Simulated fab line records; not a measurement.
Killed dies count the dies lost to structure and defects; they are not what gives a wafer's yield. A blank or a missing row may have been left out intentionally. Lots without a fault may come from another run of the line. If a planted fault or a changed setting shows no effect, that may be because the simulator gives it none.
fab line records	flow n5_finfet
record lots=7	wafers=21
route steps=1938 shown BEOL_M4@1031 BEOL_M5@1112 BEOL_M6@1221
start_h: start of the lot's first displayed wafer, in hours after the record's first day	wait_h: hours elapsed since this lot's preceding step	" unchanged from the row above	L1.1+2: a row that stands for several wafers	- no value, or no start given	* or withheld: withheld	< > ~ a bound
route shown NAME@n: names a module that has steps shown in the file, with the first one's number in the route	usual: mean/standard deviation of fault-free wafers	same: alike in all rows	chamber/n: place in a boat	sites: readings site by site	_std_site: their standard deviation	_edge_site: the outer-site mean with the inner-site mean subtracted	radius_mm: for every site, how far away it sits from the centre of the wafer	mask NAME#n: copy n	behind: the tool/chamber that last shaped the wafer	hold: cause of the lot's hold/its duration in hours/its outcome	device: names the non-switching transistor (n, p or np)	end of line: at the end of the route, the tests of the same wafers	where a step has no rows: the recipe by itself	killed: the dies lost at the first sort to structure and to defects; this is not the yield of the wafer	map: dies across one wafer; x = killed, . = not, _ = none there
set.NAME: the run value of the setting; set.NAME@STEP: its run value at that earlier step	model.NAME: the simulator's own value behind a step, which no gauge read
lots whose settings were changed on purpose; a table a step, a row a wafer
## steps
# step N5_BEOL_M4_EXPOSE_08
# recipe mask_id=M4	na=0.33	source_shape=dipole	sigma_inner=0.369	sigma_outer=0.767	polarization=unpolarized	dose_mj=41.25
lot.wafer	tool	chamber	start_h	wait_h	mask	set.dose_mj
L075.1	euv_scanner-01	0	160.32	-	M4#0	41.25
L075.2+3	"	0	"	"	M4#0	40.09
L077.1+5	euv_scanner-01	0	172.45	-	M4#0	41.25
L077.2	"	0	"	"	M4#0	39.27
L085.1+3+4	euv_scanner-01	0	237.99	-	M4#0	41.25
L088.2+3+6	euv_scanner-01	0	250.49	-	M4#0	41.25
L091.2+3+6	euv_scanner-01	0	266.90	-	M4#0	41.25
L092.1+3+4	euv_scanner-02	0	268.39	-	M4#0	41.25
L097.2+5	euv_scanner-01	0	289.73	-	M4#0	41.25
L097.6	"	0	"	"	M4#0	38.65
# step N5_BEOL_M4_PEB_09
# recipe peb_temp_c=100	peb_time_s=60	resist=CAR-EUV
# step N5_BEOL_M4_DEVELOP_10
# recipe develop_time_s=30	developer=TMAH	resist=CAR-EUV	rinse_liquid=surfactant_rinse	dry=air_spin	dev_temp_c=23
# step N5_BEOL_M4_DESCUM_16
# recipe chemistry=O2	time_s=7	source_power_w=50	bias_power_w=20	pressure_mtorr=20	rf_frequency_hz=2.712e+07	temp_c=40	resist=CAR-EUV	o2_flow_sccm=225
# step N5_BEOL_M4_ETCH_74
# recipe chemistry=N2/H2	target=underlayer	target_depth_a=65	mask_material=CAR-EUV	time_s=5.2	ion_energy_ev=200	pressure_mtorr=30	source_w=840	bias_w=150	n2_flow_sccm=200	h2_flow_sccm=200	ends=cleared
lot.wafer	tool	chamber	start_h	wait_h	set.dose_mj@BEOL_M4_EXPOSE_08	model.BEOL_M4.cd_offset_nm
L075.1	rie_diel-05	3	160.68	0.0	41.25	0.4
L075.2	"	1	"	"	40.09	-0.4
L075.3	"	2	"	"	40.09	-0.2
L077.1+5	rie_diel-03	1,3	172.74	0.0	41.25	0
L077.2	"	2	"	"	39.27	-1
L085.1+3+4	rie_diel-03	2,3,0	238.32	0.0	41.25	0
L088.2	rie_diel-05	3	251.04	0.0	41.25	0
L088.3	"	2	"	"	41.25	0.2
L088.6	"	2	"	"	41.25	0.4
L091.2	rie_diel-03	3	267.33	0.0	41.25	-0.2
L091.3+6	"	0	"	"	41.25	0
L092.1+4	rie_diel-04	1,0	268.75	0.0	41.25	0.4
L092.3	"	3	"	"	41.25	0.2
L097.2	rie_diel-03	0	290.01	0.0	41.25	0.2
L097.5	"	3	"	"	41.25	-0.2
L097.6	"	0	"	"	38.65	-1.6
# step N5_BEOL_M4_ETCH_63
# recipe chemistry=CF4	target=SiARC	target_depth_a=156	mask_material=CAR-EUV	time_s=26	ion_energy_ev=80	pressure_mtorr=40	source_w=545	bias_w=36	Ar_flow_sccm=100	cf4_flow_sccm=100	ends=cleared
lot.wafer	tool	chamber	start_h	wait_h	set.spin_rpm@BEOL_M4_COAT_62	set.dose_mj@BEOL_M4_EXPOSE_08	model.BEOL_M4.cd_offset_nm	model.etch.depth_nm	model.CAR-EUV_of_BEOL_M4_COAT_05.thk_nm
L075.1	rie_diel-05	3	160.69	0.0	1500	41.25	0.4	12.09	11.2
L075.2	"	1	"	"	1500	40.09	-0.4	12.09	11.2
L075.3	"	2	"	"	1582	40.09	-0.2	11.75	11.4
L077.1	rie_diel-03	1	172.76	0.0	1392	41.25	0	12.52	11
L077.2	"	2	"	"	1500	39.27	-1	12.01	11.2
L077.5	"	3	"	"	1392	41.25	0	12.46	10.8
L085.1	rie_diel-03	2	238.33	0.0	1500	41.25	0	12.04	11.2
L085.3	"	3	"	"	1500	41.25	-0.2	12.01	11.2
L085.4	"	0	"	"	1629	41.25	0	11.55	11.6
L088.2	rie_diel-05	3	251.06	0.0	1500	41.25	0	12.16	11.2
L088.3+6	"	2	"	"	1500	41.25	0.2	12.15	11.2
L091.2	rie_diel-03	3	267.35	0.0	1500	41.25	0	12.03	11
L091.3	"	0	"	"	1500	41.25	0	12.05	10.8
L091.6	"	0	"	"	1500	41.25	0	12.04	11
L092.1+3	rie_diel-04	1,3	268.77	0.0	1452	41.25	0.2	12.21	11
L092.4	"	0	"	"	1452	41.25	0.2	12.18	11
L097.2	rie_diel-03	0	290.03	0.0	1500	41.25	0	12	11.2
L097.5	"	3	"	"	1500	41.25	-0.2	12.06	11.2
L097.6	"	0	"	"	1629	38.65	-1.6	11.53	11.6
# step N5_BEOL_M4_ETCH_64
# recipe chemistry=N2/H2	target=SOC	target_depth_a=750	overetch_a=225	mask_material=SiARC	temp_c=40	time_s=121.9	ion_energy_ev=200	pressure_mtorr=30	source_w=840	bias_w=150	n2_flow_sccm=200	h2_flow_sccm=200
lot.wafer	tool	chamber	start_h	wait_h	set.spin_rpm@BEOL_M4_COAT_62	set.dose_mj@BEOL_M4_EXPOSE_08	model.BEOL_M4.cd_offset_nm	model.SiARC_of_BEOL_M4_COAT_62.thk_nm
L075.1	rie_diel-05	3	160.72	0.0	1500	41.25	0.4	6.4
L075.2	"	1	"	"	1500	40.09	-0.6	6.6
L075.3	"	2	"	"	1582	40.09	-0.2	6
L077.1	rie_diel-03	1	172.79	0.0	1392	41.25	-0.2	6.8
L077.2	"	2	"	"	1500	39.27	-1	6.4
L077.5	"	3	"	"	1392	41.25	0	6.8
L085.1+3	rie_diel-03	2,3	238.36	0.0	1500	41.25	-0.2	6.4
L085.4	"	0	"	"	1629	41.25	0	5.8
L088.2	rie_diel-05	3	251.09	0.0	1500	41.25	0.2	6.4
L088.3+6	"	2	"	"	1500	41.25	0.4	6.6
L091.2	rie_diel-03	3	267.38	0.0	1500	41.25	0.2	6.2
L091.3+6	"	0	"	"	1500	41.25	0	6.4
L092.1	rie_diel-04	1	268.80	0.0	1452	41.25	0.2	6.6
L092.3	"	3	"	"	1452	41.25	0.4	6.6
L092.4	"	0	"	"	1452	41.25	0.4	6.4
L097.2	rie_diel-03	0	290.06	0.0	1500	41.25	0	6.4
L097.5	"	3	"	"	1500	41.25	-0.2	6.4
L097.6	"	0	"	"	1629	38.65	-1.4	5.8
# step N5_BEOL_M4_STRIP_65
# recipe chemistry=N2/H2	temp_c=40	n2_flow_sccm=200	h2_flow_sccm=200	rf_frequency_hz=6e+07
# step N5_BEOL_M4_STRIP_75
# recipe chemistry=N2/H2	temp_c=40	n2_flow_sccm=200	h2_flow_sccm=200	rf_frequency_hz=6e+07
# step N5_BEOL_M4_STRIP_66
# recipe chemistry=CF4	resist=SiARC	power_w=300	bias_power_w=75	pressure_mtorr=50	cf4_flow_sccm=150	rf_frequency_hz=6e+07
# step N5_BEOL_M4_HM_OPEN_17
# recipe chemistry=Cl2/BCl3	target_depth_a=200	overetch_a=60	target=TiN	mask_material=SOC	ion_energy_ev=150	pressure_mtorr=10	icp_w=1000	bias_w=126	Cl2_flow_sccm=53.25	bcl3_flow_sccm=21.75	Ar_flow_sccm=25
lot.wafer	tool	chamber	start_h	wait_h	set.dose_mj@BEOL_M4_EXPOSE_08	model.BEOL_M4.cd_offset_nm
L075.1	rie_metal-02	0	160.89	0.0	41.25	0.4
L075.2	"	1	"	"	40.09	-0.6
L075.3	"	0	"	"	40.09	-0.2
L077.1	rie_metal-01	1	172.96	0.0	41.25	-0.2
L077.2	"	1	"	"	39.27	-1
L077.5	"	1	"	"	41.25	0.2
L085.1	rie_metal-02	0	238.54	0.0	41.25	-0.4
L085.3	"	0	"	"	41.25	-0.2
L085.4	"	1	"	"	41.25	0
L088.2	rie_metal-03	1	251.26	0.0	41.25	0
L088.3+6	"	0	"	"	41.25	0.4
L091.2+6	rie_metal-03	0,1	267.55	0.0	41.25	0.2
L091.3	"	0	"	"	41.25	0
L092.1	rie_metal-01	1	269.40	0.5	41.25	0.2
L092.3+4	"	1	"	"	41.25	0.4
L097.2	rie_metal-01	0	290.23	0.0	41.25	0
L097.5	"	0	"	"	41.25	-0.2
L097.6	"	1	"	"	38.65	-1.4
# step N5_BEOL_M5_ILD_DEP_00
# recipe material=SiCOH_lowk	target_thk_a=1406.4	temp_c=300	precursor=DEMS/porogen	pressure_torr=5	rf_w=500	time_s=25.9
lot.wafer	tool	chamber	start_h	wait_h	set.time_s	model.SiCOH_lowk_of_BEOL_M5_ILD_DEP_00.thk_nm
L075.1	pecvd-04	1	168.11	0.8	25.9	138.8
L075.2	"	0	"	"	25.9	139.8
L075.3	"	2	"	"	25.9	141.2
L077.1	pecvd-04	1	186.85	0.8	25.9	141.4
L077.2	"	0	"	"	28.9	154.6
L077.5	"	0	"	"	28.9	158.6
L085.1	pecvd-01	2	247.73	0.8	25.9	140.2
L085.3	"	1	"	"	25.9	139.6
L085.4	"	0	"	"	25.9	140.6
L088.2	pecvd-01	2	259.75	0.7	24.35	132.4
L088.3	"	1	"	"	25.9	141
L088.6	"	0	"	"	25.9	143.4
L091.2	pecvd-01	2	277.50	0.7	25.9	140.4
L091.3	"	1	"	"	25.9	140.2
L091.6	"	0	"	"	25.9	142
L092.1	pecvd-04	1	281.44	0.8	28.92	158.8
L092.3	"	0	"	"	28.92	157.6
L092.4	"	0	"	"	25.9	142.6
L097.2+6	pecvd-03	1,0	304.63	0.7	25.9	138.6
L097.5	"	2	"	"	25.9	140.6
# step N5_BEOL_M5_CURE_79
# recipe temp_c=385	time_s=240	ambient=He/Ar	material=SiCOH_lowk
lot.wafer	tool	chamber	start_h	wait_h	set.time_s@BEOL_M5_ILD_DEP_00	model.SiCOH_lowk_of_BEOL_M5_ILD_DEP_00.thk_nm
L075.1	uv_cure-01	0	168.17	0.0	25.9	119.4
L075.2	"	0	"	"	25.9	120.2
L075.3	"	0	"	"	25.9	121.4
L077.1	uv_cure-01	2	186.91	0.0	25.9	121.6
L077.2	"	2	"	"	28.9	133
L077.5	"	2	"	"	28.9	136.6
L085.1	uv_cure-02	2	247.79	0.0	25.9	120.6
L085.3	"	2	"	"	25.9	120.2
L085.4	"	2	"	"	25.9	121
L088.2	uv_cure-01	2	259.89	0.1	24.35	114
L088.3	"	2	"	"	25.9	121.2
L088.6	"	2	"	"	25.9	123.4
L091.2	uv_cure-02	0	277.64	0.1	25.9	120.8
L091.3	"	0	"	"	25.9	120.6
L091.6	"	0	"	"	25.9	122.2
L092.1	uv_cure-02	2	281.50	0.0	28.92	136.8
L092.3	"	2	"	"	28.92	135.8
L092.4	"	2	"	"	25.9	122.8
L097.2	uv_cure-02	1	304.77	0.1	25.9	119.2
L097.5	"	1	"	"	25.9	121
L097.6	"	1	"	"	25.9	119.4
# step N5_BEOL_M5_THK_MEAS_01
# recipe reads=SiCOH_lowk_of_BEOL_M5_ILD_DEP_00
# usual M5_ILD_THK=121.3/1.4
lot.wafer	tool	chamber	start_h	wait_h	set.time_s@BEOL_M5_ILD_DEP_00	M5_ILD_THK[nm]
L075.1	film_metro-01	-	168.68	0.4	25.9	119.4
L075.2	"	-	"	"	25.9	120.1
L075.3	"	-	"	"	25.9	121.6
L077.1	film_metro-01	-	187.42	0.4	25.9	121.6
L077.2	"	-	"	"	28.9	133.0
L077.5	"	-	"	"	28.9	136.6
L085.1	film_metro-01	-	248.30	0.4	25.9	120.6
L085.3	"	-	"	"	25.9	120.1
L085.4	"	-	"	"	25.9	121.1
L088.2	film_metro-01	-	260.32	0.4	24.35	113.9
L088.3	"	-	"	"	25.9	121.2
L088.6	"	-	"	"	25.9	123.4
L091.2	film_metro-02	-	278.07	0.4	25.9	120.8
L091.3	"	-	"	"	25.9	120.5
L091.6	"	-	"	"	25.9	122.2
L092.1	film_metro-01	-	282.01	0.4	28.92	136.9
L092.3	"	-	"	"	28.92	135.7
L092.4	"	-	"	"	25.9	122.6
L097.2	film_metro-01	-	305.20	0.4	25.9	119.2
L097.5	"	-	"	"	25.9	121.0
L097.6	"	-	"	"	25.9	119.3
# step N5_BEOL_M5_TRENCH_ETCH_37
# recipe chemistry=C4F6/O2	target_depth_a=716.52	target=SiCOH_lowk	time_s=24.7	ion_energy_ev=250	pressure_mtorr=30	source_w=345	bias_w=185	Ar_flow_sccm=300	C4F6_flow_sccm=10	O2_flow_sccm=10
# usual rf_vpp_V=662/8.3
lot.wafer	tool	chamber	start_h	wait_h	set.source_w	rf_vpp_V	model.BEOL_M5.feature_depth_nm	model.etch.depth_nm
L075.1	rie_diel-02	3	-	-	345	668	72.2	72.28
L075.2	"	0	"	"	312.5	705	69.4	69.31
L075.3	"	2	"	"	312.5	696	68.2	68.19
L077.1	rie_diel-01	2	-	-	345	665	71.4	71.36
L077.2	"	0	"	"	402.1	609	76.4	76.46
L077.5	"	1	"	"	402.1	616	76	76
L085.1	rie_diel-02	0	-	-	374.5	641	74.4	74.49
L085.3	"	1	"	"	374.5	631	73.8	73.75
L085.4	"	3	"	"	374.5	642	74.4	74.31
L088.2	rie_diel-02	1	-	-	399.7	610	76.2	76.13
L088.3	"	3	"	"	399.7	622	75.4	75.46
L088.6	"	1	"	"	345	658	72.2	72.12
L091.2	rie_diel-06	3	-	-	345	670	71.4	71.35
L091.3	"	1	"	"	345	651	71	71.07
L091.6	"	1	"	"	345	653	71	70.92
L092.1	rie_diel-06	3	-	-	345	670	72.2	72.15
L092.3	"	0	"	"	345	679	70.6	70.54
L092.4	"	2	"	"	299.7	698	67.8	67.75
L097.2	rie_diel-06	0	-	-	345	678	70	69.91
L097.5	"	2	"	"	345	650	70.4	70.47
L097.6	"	3	"	"	284.9	740	66.8	66.77
# step N5_BEOL_M5_ETCH_41
# recipe chemistry=CH3F/O2	target=SiCN	target_depth_a=315	taper_deg=2	time_s=56.7	ion_energy_ev=120	mask_material=TiN	pressure_mtorr=30	source_w=395	bias_w=75	Ar_flow_sccm=150	CH3F_flow_sccm=30	O2_flow_sccm=20
# step N5_BEOL_M5_STRIP_91
# recipe chemistry=N2/H2	time_s=10	power_w=450	temp_c=40	pressure_mtorr=20	rf_frequency_hz=6e+07	bias_power_w=7	n2_flow_sccm=200	h2_flow_sccm=200
# step N5_BEOL_M5_OCD_MEAS_38
# usual trench_depth_nm=71.1/0.83
lot.wafer	tool	chamber	start_h	wait_h	set.source_w@BEOL_M5_TRENCH_ETCH_37	trench_depth_nm
L075.1	ocd-01	-	172.31	-	345	72.0
L075.2	"	-	"	"	312.5	69.5
L075.3	"	-	"	"	312.5	68.2
L077.1	ocd-02	-	189.50	-	345	71.8
L077.2	"	-	"	"	402.1	76.5
L077.5	"	-	"	"	402.1	75.9
L085.1	ocd-01	-	254.17	-	374.5	74.6
L085.3	"	-	"	"	374.5	73.6
L085.4	"	-	"	"	374.5	74.0
L088.2	ocd-01	-	263.85	-	399.7	75.9
L088.3	"	-	"	"	399.7	75.2
L088.6	"	-	"	"	345	72.6
L091.2	ocd-02	-	284.30	-	345	70.8
L091.3	"	-	"	"	345	70.9
L091.6	"	-	"	"	345	71.0
L092.1	ocd-01	-	288.66	-	345	71.6
L092.3	"	-	"	"	345	70.7
L092.4	"	-	"	"	299.7	67.9
L097.2	ocd-01	-	308.61	-	345	70.3
L097.5	"	-	"	"	345	70.7
L097.6	"	-	"	"	284.9	66.3
# step N5_BEOL_M5_ALD_86
# recipe material=TaN	target_thk_a=*	temp_c=275	ald_precursor_family=PDMAT	ald_co_reactant=NH3	pressure_torr=3	carrier_flow_sccm=1500	pulse_time_s=2	purge_time_s=3	co_reactant_purge_time_s=2	co_reactant_pulse_time_s=3	ald_cycles=30	precursor_vessel_temp_c=75	precursor_vessel_pressure_torr=26.25	precursor_vessel_carrier_sccm=1000
lot.wafer	tool	chamber	start_h	wait_h	set.ald_cycles
L075.1+3	ald_metal-03	0,2	173.62	0.1	29
L075.2	"	3	"	"	30
L077.1+2	ald_metal-02	2,1	190.26	0.0	28
L077.5	"	1	"	"	30
L085.1+3	ald_metal-04	1,3	255.04	0.1	30
L085.4	"	2	"	"	27
L088.2+6	ald_metal-04	3,2	264.76	0.1	33
L088.3	"	0	"	"	30
L091.2+3+6	ald_metal-02	3,2,2	284.98	0.1	30
L092.1+4	ald_metal-03	3,2	289.74	0.2	30
L092.3	"	0	"	"	27
L097.2	ald_metal-02	1	309.57	0.1	29
L097.5+6	"	0,3	"	"	30
# step N5_BEOL_M5_SURFACE_TREAT_87
# recipe gas=Ar	time_s=*	ion_energy_ev=*	ion_current_ma_cm2=0.5	pressure_mtorr=*	ar_flow_sccm=30
# step N5_BEOL_M5_CVD_47
# recipe material=Co	target_thk_a=30	temp_c=withheld	precursor=CCTBA/H2	pressure_torr=30	time_s=216
# step N5_BEOL_M5_ECD_50
# recipe material=Cu	target_thk_a=3000
# step N5_BEOL_M5_ANNEAL_51
# recipe temp_c=225	time_s=90	ambient=N2
# step N5_BEOL_M5_CMP_52
# recipe stop_on=SiCOH_lowk	t_overpolish_s=6.9	down_force_psi=1	platen_rpm=50	clearing_platen_down_force_psi=1.5	clearing_platen_rpm=50	post_cmp_clean=cu_alkaline	target_thk_nm=62	clearing_platen_pad_velocity_m_s=0.99484	pad_velocity_m_s=0.99484
lot.wafer	tool	chamber	start_h	wait_h	set.source_w@BEOL_M5_TRENCH_ETCH_37	model.Cu_of_BEOL_M5_ECD_50.thk_nm
L075.2	cmp-03	0	179.32	0.2	312.5	60.2
L075.1	"	2	"	"	345	62.6
L075.3	"	3	"	"	312.5	59
L077.1	cmp-02	3	195.78	0.3	345	60.4
L077.2	"	0	"	"	402.1	64.8
L077.5	"	1	"	"	402.1	66.2
L085.3+1	cmp-04	2,0	260.48	0.2	374.5	65.2
L085.4	"	3	"	"	374.5	65.4
L088.2+3	cmp-04	3,2	270.26	0.2	399.7	65.8
L088.6	"	0	"	"	345	62.2
L091.3	cmp-04	0	291.47	0.2	345	61.2
L091.2	"	3	"	"	345	60.4
L091.6	"	1	"	"	345	60.2
L092.1	cmp-03	2	295.40	0.3	345	62.6
L092.3	"	3	"	"	345	60.6
L092.4	"	1	"	"	299.7	57.4
L097.2	cmp-04	0	315.51	0.3	345	59.4
L097.6	"	1	"	"	284.9	55.8
L097.5	"	2	"	"	345	61
# step N5_BEOL_M5_THK_MEAS_53
# recipe thk_meas_gauge=xrf	reads=Cu_of_BEOL_M5_ECD_50
# usual M5_THK=61.2/1.3
lot.wafer	tool	chamber	start_h	wait_h	set.source_w@BEOL_M5_TRENCH_ETCH_37	M5_THK[nm]
L075.1	film_metro-01	-	179.61	-	345	62.9
L075.2	"	-	"	"	312.5	60.4
L075.3	"	-	"	"	312.5	59.2
L077.1	film_metro-02	-	196.00	-	345	60.0
L077.2	"	-	"	"	402.1	64.4
L077.5	"	-	"	"	402.1	65.7
L085.1	film_metro-01	-	260.73	-	374.5	65.1
L085.3	"	-	"	"	374.5	65.0
L085.4	"	-	"	"	374.5	65.2
L088.2	film_metro-01	-	270.56	-	399.7	65.2
L088.3	"	-	"	"	399.7	65.2
L088.6	"	-	"	"	345	61.9
L091.2	film_metro-01	-	291.77	-	345	60.5
L091.3	"	-	"	"	345	61.2
L091.6	"	-	"	"	345	60.1
L092.1	film_metro-01	-	295.70	-	345	62.2
L092.3	"	-	"	"	345	59.9
L092.4	"	-	"	"	299.7	57.0
L097.2	film_metro-01	-	315.69	-	345	58.8
L097.5	"	-	"	"	345	60.4
L097.6	"	-	"	"	284.9	55.2
# step N5_BEOL_M5_PRE_CLEAN_77
# recipe gas=NH3/H2	time_s=15	temp_c=*	rf_power_w=300
# step N5_BEOL_M5_CO_CAP_78
# recipe material=Co	target_thk_a=20	temp_c=200	precursor=CCTBA/H2	pressure_torr=30	time_s=102.1
# step N5_BEOL_M5_PRE_CLEAN_55
# recipe gas=NH3	time_s=15	temp_c=withheld	rf_power_w=300
# step N5_BEOL_M5_DEP_56
# recipe material=SiCN	target_thk_a=80	temp_c=withheld	precursor=3MS/NH3	pressure_torr=3	rf_w=202	time_s=14
# step N5_BEOL_M5_RS_MEAS_57
# recipe thk_meas_gauge=four-point-probe	reads=Co_of_BEOL_M5_CO_CAP_78+Cu_of_BEOL_M5_ECD_50+Co_of_BEOL_M5_CVD_47+TaN_of_BEOL_M5_ALD_86
# usual M5_RS=0.391/0.0094
lot.wafer	tool	chamber	start_h	wait_h	set.source_w@BEOL_M5_TRENCH_ETCH_37	M5_RS[ohm/sq]
L075.1	film_metro-01	-	179.88	0.0	345	0.382
L075.2	"	-	"	"	312.5	0.400
L075.3	"	-	"	"	312.5	0.411
L077.1	film_metro-02	-	196.26	0.0	345	0.399
L077.2	"	-	"	"	402.1	0.365
L077.5	"	-	"	"	402.1	0.357
L085.1	film_metro-01	-	260.99	0.0	374.5	0.364
L085.3	"	-	"	"	374.5	0.364
L085.4	"	-	"	"	374.5	0.363
L088.2	film_metro-01	-	270.82	0.1	399.7	0.360
L088.3	"	-	"	"	399.7	0.360
L088.6	"	-	"	"	345	0.385
L091.2	film_metro-02	-	292.08	0.1	345	0.398
L091.3	"	-	"	"	345	0.391
L091.6	"	-	"	"	345	0.400
L092.1	film_metro-02	-	295.96	0.0	345	0.381
L092.3	"	-	"	"	345	0.398
L092.4	"	-	"	"	299.7	0.424
L097.2	film_metro-01	-	315.96	0.1	345	0.407
L097.5	"	-	"	"	345	0.393
L097.6	"	-	"	"	284.9	0.439
# step N5_BEOL_M6_COAT_22
# recipe resist=CAR-EUV	spin_rpm=1500	resist_thk_nm=30
lot.wafer	tool	chamber	start_h	wait_h	set.spin_rpm	model.CAR-EUV_of_BEOL_M6_COAT_22.thk_nm
L075.1	litho_track-01	0	-	-	1611	29
L075.2+3	"	0	"	"	1500	30
L077.1+2+5	litho_track-01	0	-	-	1500	30
L085.1+4	litho_track-01	0	-	-	1500	30
L085.3	"	0	"	"	1653	28.6
L088.2	litho_track-01	0	-	-	1500	30
L088.3+6	"	0	"	"	1332	31.8
L091.2+3+6	litho_track-01	0	-	-	1500	30
L092.1+4	litho_track-03	0	-	-	1500	30
L092.3	"	0	"	"	1500	30.2
L097.2+5	litho_track-03	0	-	-	1644	28.8
L097.6	"	0	"	"	1500	30.2
## key
split step=N5_BEOL_M4_EXPOSE_08	setting=dose_mj	stated=41.25	by=wafer
response step=N5_BEOL_M4_ETCH_74	reading=model.BEOL_M4.cd_offset_nm	change=+0.238	per=1%	r=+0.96
response step=N5_BEOL_M4_ETCH_63	reading=model.BEOL_M4.cd_offset_nm	change=+0.23	per=1%	r=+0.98
response step=N5_BEOL_M4_ETCH_64	reading=model.BEOL_M4.cd_offset_nm	change=+0.209	per=1%	r=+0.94
response step=N5_BEOL_M4_HM_OPEN_17	reading=model.BEOL_M4.cd_offset_nm	change=+0.216	per=1%	r=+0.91
split step=N5_BEOL_M5_ILD_DEP_00	setting=time_s	stated=25.9	by=wafer
response step=N5_BEOL_M5_ILD_DEP_00	reading=model.SiCOH_lowk_of_BEOL_M5_ILD_DEP_00.thk_nm	change=+1.36	per=1%	r=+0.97
response step=N5_BEOL_M5_CURE_79	reading=model.SiCOH_lowk_of_BEOL_M5_ILD_DEP_00.thk_nm	change=+1.18	per=1%	r=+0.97
response step=N5_BEOL_M5_THK_MEAS_01	reading=M5_ILD_THK	change=+1.19	per=1%	r=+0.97
split step=N5_BEOL_M5_TRENCH_ETCH_37	setting=source_w	stated=345	by=wafer
response step=N5_BEOL_M5_TRENCH_ETCH_37	reading=rf_vpp_V	change=-3.18	per=1%	r=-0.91
response step=N5_BEOL_M5_TRENCH_ETCH_37	reading=model.BEOL_M5.feature_depth_nm	change=+0.252	per=1%	r=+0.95
response step=N5_BEOL_M5_TRENCH_ETCH_37	reading=model.etch.depth_nm	change=+0.256	per=1%	r=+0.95
response step=N5_BEOL_M5_OCD_MEAS_38	reading=trench_depth_nm	change=+0.244	per=1%	r=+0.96
response step=N5_BEOL_M5_CMP_52	reading=model.Cu_of_BEOL_M5_ECD_50.thk_nm	change=+0.277	per=1%	r=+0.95
response step=N5_BEOL_M5_THK_MEAS_53	reading=M5_THK	change=+0.272	per=1%	r=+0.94
response step=N5_BEOL_M5_RS_MEAS_57	reading=M5_RS	change=-0.00218	per=1%	r=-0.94
split step=N5_BEOL_M5_ALD_86	setting=ald_cycles	stated=30	by=wafer
response none clear
split step=N5_BEOL_M6_COAT_22	setting=spin_rpm	stated=1500	by=wafer
response step=N5_BEOL_M6_COAT_22	reading=model.CAR-EUV_of_BEOL_M6_COAT_22.thk_nm	change=-0.147	per=1%	r=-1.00
split outside_this_file step=N5_BEOL_M4_COAT_62 setting=spin_rpm
# split outside_this_file: this setting was split too, and the file shows its column; the key of that split is in another file
